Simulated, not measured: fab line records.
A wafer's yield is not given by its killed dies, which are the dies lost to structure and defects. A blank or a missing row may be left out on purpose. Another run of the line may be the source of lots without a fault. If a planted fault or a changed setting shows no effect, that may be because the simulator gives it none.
Split-lot trial -- flow n5-finfet -- route with 1938 steps; 7 lots, 39 wafers read

== ON THE SPLIT ==
At N5_BEOL_M11_CVD_75 (deposits Co from CCTBA/H2, target thk 2 nm, time 138.9 s), the setting target-thk-a was moved away from the recipe's 20 angstrom on 15 of the 39 wafers read, by -25.0% to +44.8%. All remaining wafers had this setting at the recipe value.

The split's own step is where the reading is taken.

== THE READING ==
Co_of_BEOL_M11_CVD_75.thk-nm (the simulator's own value, which no gauge read), in nm, at N5_BEOL_M11_CVD_75 (deposits Co from CCTBA/H2, target thk 2 nm, time 138.9 s). The file gives no usual value for it. The 24 wafers here that ran the recipe average 2.1 nm, standard deviation 0.11 nm.

wafer,"tool, chamber at the split","target-thk-a as run, angstrom",against the recipe,"Co_of_BEOL_M11_CVD_75.thk-nm, nm",against lot-mates on the recipe
L077.1,"cvd-co-01, 2,1",23.69,+18.5%,2.4,+0.3
L077.6,"cvd-co-01, 2,1",23.69,+18.5%,2.4,+0.3
L077.2,"cvd-co-01, 0,1",20,recipe,2.2,-
L077.3,"cvd-co-01, 0,1",20,recipe,2.2,-
L077.4,"cvd-co-01, 2",20,recipe,2,-
L077.5,"cvd-co-01, 0",23.69,+18.5%,2.6,+0.5
L080.1,"cvd-co-01, 2",20,recipe,2,-
L080.2,"cvd-co-01, 0",20,recipe,2.2,-
L080.5,"cvd-co-01, 0",20,recipe,2.2,-
L080.3,"cvd-co-01, 2",16.07,-19.7%,1.6,-0.5
L080.6,"cvd-co-01, 2",16.07,-19.7%,1.6,-0.5
L080.4,"cvd-co-01, 0",16.07,-19.7%,1.8,-0.3
L081.1,"cvd-co-02, 2,0",20,recipe,2,-
L081.2,"cvd-co-02, 2,0",20,recipe,2,-
L081.4,"cvd-co-02, 0",20,recipe,1.8,-
L084.1,"cvd-co-01, 2,0,2",28.89,+44.5%,2.8,+0.7
L084.4,"cvd-co-01, 2,0,2",28.89,+44.5%,2.8,+0.7
L084.5,"cvd-co-01, 2,0,2",28.89,+44.5%,2.8,+0.7
L084.2,"cvd-co-01, 0",20,recipe,2,-
L084.3,"cvd-co-01, 1",20,recipe,2.2,-
L084.6,"cvd-co-01, 1",20,recipe,2.2,-
L089.1,"cvd-co-01, 1,0,0,1,2",20,recipe,2.2,-
L089.3,"cvd-co-01, 1,0,0,1,2",20,recipe,2.2,-
L089.4,"cvd-co-01, 1,0,0,1,2",20,recipe,2.2,-
L089.5,"cvd-co-01, 1,0,0,1,2",20,recipe,2.2,-
L089.6,"cvd-co-01, 1,0,0,1,2",20,recipe,2.2,-
L089.2,"cvd-co-01, 2",20,recipe,2,-
L091.1,"cvd-co-01, 2",15.01,-25.0%,1.8,-0.4
L091.2,"cvd-co-01, 0,1,2",20,recipe,2.2,-
L091.4,"cvd-co-01, 0,1,2",20,recipe,2.2,-
L091.6,"cvd-co-01, 0,1,2",20,recipe,2.2,-
L091.3,"cvd-co-01, 1,0",15.01,-25.0%,1.6,-0.6
L091.5,"cvd-co-01, 1,0",15.01,-25.0%,1.6,-0.6
L093.1,"cvd-co-01, 1,0,2",20,recipe,2.2,-
L093.4,"cvd-co-01, 1,0,2",20,recipe,2.2,-
L093.5,"cvd-co-01, 1,0,2",20,recipe,2.2,-
L093.2,"cvd-co-01, 0",28.96,+44.8%,3,+0.8
L093.3,"cvd-co-01, 2,1",28.96,+44.8%,3.2,+1.0
L093.6,"cvd-co-01, 2,1",28.96,+44.8%,3.2,+1.0
The file does not say which wafer passed through which chamber wherever a row lists several chambers: such a row stands for several wafers.

THE FIT
A straight line over all 39 wafers: Co_of_BEOL_M11_CVD_75.thk-nm changes by +0.0191 nm for each +1% of target-thk-a; r = +0.95; the points scatter about the line by 0.13 nm.
The same after taking each lot's own level away (the mean of its wafers on the recipe; 39 wafers): +0.019 nm for each +1%; r = +0.97; scatter 0.1 nm.
That fit puts the effect of the largest move of target-thk-a on the reading at 0.85 nm.
The lots' own levels span 1.93 to 2.20 nm, that is 2.4 times the standard deviation above.
The two slopes agree, so the slope changes little with the lot-to-lot level.
Check: with one of the wafers moved furthest among these (+44.8%) left out of the fit, the line predicts +0.836 nm for it against its lot-mates. It came out at +0.8 nm against them.

== THE FILE'S OWN FIT ==
Co_of_BEOL_M11_CVD_75.thk-nm changes by +0.0188 nm for each +1% of target-thk-a, r = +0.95.
